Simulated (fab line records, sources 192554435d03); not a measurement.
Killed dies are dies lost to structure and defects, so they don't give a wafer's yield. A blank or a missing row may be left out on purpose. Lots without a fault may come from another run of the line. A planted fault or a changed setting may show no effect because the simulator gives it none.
Split-lot experiment | flow n5_finfet | 7 lots, 21 wafers read, on a route of 1938 steps

THE SPLIT
At N5_BEOL_M13_ILD_DEP_00 (deposits SiOC from DEMS/O2, target thk 837.92 nm, time 166.4 s), the setting time_s was moved away from the recipe's 166.4 s on 6 of the 21 wafers read, by -14.9% to +8.6%. The other wafers ran this setting at the recipe's value.

The file shows no step between the split and the reading.

THE READING
M13_ILD_THK, in nm, at N5_BEOL_M13_THK_MEAS_01. Fault-free wafers of this fab line usually give 837 nm, standard deviation 9.9 nm.

wafer  | tool, chamber at the split | time_s as run, s | against the recipe | M13_ILD_THK, nm | against lot-mates on the recipe
L078.2 | pecvd-02, 1                | 166.4            | recipe             | 832             | -
L078.4 | pecvd-02, 1                | 166.4            | recipe             | 845             | -
L078.6 | pecvd-02, 2                | 166.4            | recipe             | 836             | -
L081.2 | pecvd-04, 0                | 166.4            | recipe             | 832             | -
L081.3 | pecvd-04, 1                | 166.4            | recipe             | 832             | -
L081.4 | pecvd-04, 2                | 166.4            | recipe             | 843             | -
L083.2 | pecvd-04, 2                | 166.4            | recipe             | 839             | -
L083.4 | pecvd-04, 2                | 180.7            | +8.6%              | 924             | +82
L083.5 | pecvd-04, 0                | 166.4            | recipe             | 844             | -
L085.1 | pecvd-02, 2                | 166.4            | recipe             | 838             | -
L085.2 | pecvd-02, 1                | 175.4            | +5.4%              | 897             | +59
L085.3 | pecvd-02, 0                | 175.4            | +5.4%              | 891             | +53
L089.1 | pecvd-03, 2                | 166.4            | recipe             | 816             | -
L089.3 | pecvd-03, 0                | 150.7            | -9.4%              | 746             | -86
L089.5 | pecvd-03, 1                | 166.4            | recipe             | 848             | -
L092.1 | pecvd-03, 1                | 141.6            | -14.9%             | 718             | -114
L092.3 | pecvd-03, 0                | 166.4            | recipe             | 827             | -
L092.6 | pecvd-03, 2                | 166.4            | recipe             | 838             | -
L095.3 | pecvd-02, 0                | 178              | +7.0%              | 893             | +48
L095.5 | pecvd-02, 1                | 166.4            | recipe             | 845             | -
L095.6 | pecvd-02, 0                | 166.4            | recipe             | 844             | -

THE FIT
A straight line over all 21 wafers: M13_ILD_THK changes by +8.91 nm for each +1% of time_s; r = +0.98; the points scatter about the line by 8.9 nm.
The same after taking each lot's own level away (the mean of its wafers on the recipe; 21 wafers): +8.47 nm for each +1%; r = +0.98; scatter 8.4 nm.
On that fit, the largest move of time_s shifts the reading by 1.3e+02 nm.
The lots' own levels span 832.0 to 844.5 nm, that is 1.3 times the standard deviation above.
So the lot-to-lot level changes the slope little: the two slopes agree.
Check: with one of the wafers moved furthest among these (-14.9%) left out of the fit, the line predicts -136 nm for it against its lot-mates. It came out at -114 nm against them.

OTHER SPLITS ON THESE WAFERS
These wafers also went through other splits before the reading. Each is held against what the fit with the lots' levels taken away leaves over:
other split on the same wafers     | wafers away from the commonest value | r with M13_ILD_THK (lot level and that fit taken away)
N5_BEOL_M11_HM_DEP_02 target_thk_a | 8                                    | +0.08
N5_BEOL_M12_COAT_04 spin_rpm       | 3                                    | -0.29

THE WHOLE CHAIN: every reading that the file lists as answering this split, in the file's order
step                    | what it does                                                   | reading                                                                             | change (the file's fit)              | r (the file's)
N5_BEOL_M13_ILD_DEP_00  | deposits SiOC from DEMS/O2, target thk 837.92 nm, time 166.4 s | SiOC_of_BEOL_M13_ILD_DEP_00.thk_nm (the simulator's own value, which no gauge read) | +8.37 nm for each +1% of the setting | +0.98
N5_BEOL_M13_THK_MEAS_01 |                                                                | M13_ILD_THK                                                                         | +8.36 for each +1% of the setting    | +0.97
N5_BEOL_M13_VIA_ETCH_16 | etches SiOC in C4F8/O2/Ar, target depth 921.7 nm               | etch.depth_nm (the simulator's own value, which no gauge read)                      | +8.36 nm for each +1% of the setting | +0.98
N5_BEOL_M13_VIA_ETCH_16 | etches SiOC in C4F8/O2/Ar, target depth 921.7 nm               | coat_of_BEOL_M13_COAT_04.thk_nm (the simulator's own value, which no gauge read)    | -3.3 nm for each +1% of the setting  | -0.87
N5_BEOL_M13_STRIP_63    | strips in N2/H2                                                | strip_time_to_endpoint_s                                                            | withheld for each +1% of the setting | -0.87
N5_BEOL_M13_ETCH_38     | etches SiCN in CF4/N2, target depth 67.5 nm, time 71.9 s       | SiOC_of_BEOL_M13_ILD_DEP_00.thk_nm (the simulator's own value, which no gauge read) | +8.29 nm for each +1% of the setting | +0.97

THE FILE'S OWN FIT
M13_ILD_THK changes by +8.36 nm for each +1% of time_s, r = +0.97.
